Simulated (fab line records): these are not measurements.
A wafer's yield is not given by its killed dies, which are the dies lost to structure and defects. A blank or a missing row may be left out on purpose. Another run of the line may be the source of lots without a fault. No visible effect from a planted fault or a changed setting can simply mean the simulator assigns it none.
One fault through the eyes of 3 desks    flow n5Finfet    what lay behind the numbers comes last; until then each desk has only its own

## FROM THE METROLOGY DESK
Lot by lot, what the gauges showed, no matter which tool ran the lot: averages of those sampled wafers that carry a number. If a lot's mean is further than 4 standard deviations from the usual mean, the lot is out of limits and carries the mark OUT (the distance appears in the brackets). 7 of its 12 readings are shown: the first one out of limits and those lying furthest out on some lot.
Columns: A = DIBL_N at N5_BEOL_M4_RC_MEAS_101, usual 36.2 mV/V; B = DIBL_P at N5_BEOL_M4_RC_MEAS_101, usual 36.6 mV/V; C = ION_P at N5_BEOL_M4_RC_MEAS_101, usual 460 uA/um; D = SS_N at N5_BEOL_M4_RC_MEAS_101, usual 71.4 mV/dec; E = VT_P at N5_BEOL_M4_RC_MEAS_101, usual -252 mV; F = cdNm at N5_BEOL_M6_CD_MEAS_28, usual 39.93 nm; G = M6_THK at N5_BEOL_M6_THK_MEAS_53, usual 78.6 nm
lot   first seen here  A     B     C    D     E     F      G
L427  day 7 22:44      37.8  36.8  456  71.1  -252  39.85  77.8
L428  day 8 01:22      35.7  36.4  466  71.7  -248  39.97  78.2
L430  day 8 15:17      36.6  37.2  458  71.9  -252  40.07  78.4
L432  day 9 02:31      35.9  36.1  462  71.1  -250  39.57  78.9
L434  day 9 11:34      36.1  37.6  452  71.5  -253  39.89  82.8
L437  day 10 11:10     37.1  38.6  464  71.5  -252  39.77  140.6 (+27) OUT
L440  day 11 05:26     35.3  35.5  455  71.4  -252  39.82  137.5 (+26) OUT
L444  day 12 00:05     35.8  36.1  456  71.5  -253  40.04  77.8
L443  day 12 01:31     36.4  37.1  457  71.6  -251  40.16  78.9
L450  day 13 08:45     36.6  35.8  465  70.7  -250  39.75  76.2
This desk's result: L437, L440 out of limits, first on L437 (M6_THK at N5_BEOL_M6_THK_MEAS_53), day 11 06:44. Within limits: L427, L428, L430, L432, L434, L444, L443, L450.

## THE DEFECT DESK
For each lot, the counts of the inspections along the route, averaged over the sampled wafers that have a number. If a lot's mean is further than 4 standard deviations from the usual mean, the lot is out of limits and carries the mark OUT (the distance appears in the brackets).
Columns: A = rawDefectCount at N5_BEOL_M6_INSPECT_30, usual 461; B = rawDefectCount at N5_BEOL_M6_INSPECT_58, usual 77
lot   first seen here  A    B
L427  day 8 16:57      708  120
L428  day 8 18:56      627  86
L430  day 9 10:22      521  94
L432  day 9 17:56      401  80
L434  day 10 05:30     526  60
L437  day 11 03:40     380  680 (+23) OUT
L440  day 11 22:20     568  701 (+24) OUT
L443  day 12 16:41     410  77
L444  day 12 16:52     484  90
L450  day 14 01:43     425  58
This desk's verdict: out of limits on L437, L440, starting with L437 at day 11 06:54 (rawDefectCount at N5_BEOL_M6_INSPECT_58). Within limits: L427, L428, L430, L432, L434, L443, L444, L450.

## DESK OF THE TOOL OWNER: cmp-02
The tool's own readings at N5_BEOL_M6_CMP_52 (polishes, stops on SiCOH lowk, t overpolish 6.9 s, target thk 80 nm): means of the sampled wafers that have a number, for each lot that ran on this tool. If a lot's mean is further than 4 standard deviations from the usual mean, the lot is out of limits and carries the mark OUT (the distance appears in the brackets).
Columns: A = barrierFieldEndpointS at N5_BEOL_M6_CMP_52, usual 29.0 s; B = clearingPlatenDownForcePsi at N5_BEOL_M6_CMP_52, usual 1.4999 psi; C = edgeZonePressureFrac at N5_BEOL_M6_CMP_52, usual 0.999; D = motorCurrentA at N5_BEOL_M6_CMP_52, usual 6.3 A; E = overpolishRunS at N5_BEOL_M6_CMP_52, usual 6.899 s; F = platenRpm at N5_BEOL_M6_CMP_52, usual 50.00 rpm; G = timeToEndpointS at N5_BEOL_M6_CMP_52, usual 62 s
lot   first seen here  A               B       C      D    E                        F      G
L427  day 8 19:38      27.5            1.4982  1.006  6.4  6.907                    50.02  60
L428  day 8 21:14      28.3            1.4994  0.997  6.3  6.906                    49.99  58
L432  day 9 21:27      28.2            1.5023  0.996  6.7  6.903                    49.99  60
L437  day 11 06:31     38.9 (+12) OUT  1.4977  0.996  6.3  3.471 (-99 or more) OUT  49.95  74
L440  day 12 00:43     38.1 (+11) OUT  1.5009  1.002  6.5  3.470 (-99 or more) OUT  49.98  74
This desk's verdict: out of limits on L437, L440, starting with L437 at day 11 06:31 (barrierFieldEndpointS at N5_BEOL_M6_CMP_52). Within limits: L427, L428, L432.

## TAKEN TOGETHER
An alarm could have come from the tool owner's desk at day 11 06:31, on L437, L440.
An alarm was possible from the metrology desk at day 11 06:44, on L437, L440.
The defect desk could have raised an alarm at day 11 06:54, on L437, L440.
The lots listed all ran N5_BEOL_M6_CMP_52 on cmp-02.

## WHAT HAD BEEN PUT IN BY THE SIMULATOR
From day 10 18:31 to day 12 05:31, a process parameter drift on cmp-02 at N5_BEOL_M6_CMP_52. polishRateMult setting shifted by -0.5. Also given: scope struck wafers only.
Struck lots among those shown: L437, L440.
Hours from the fault's start to each desk's first reading out of limits: the tool owner's desk, 12; the metrology desk, 12; the defect desk, 12.
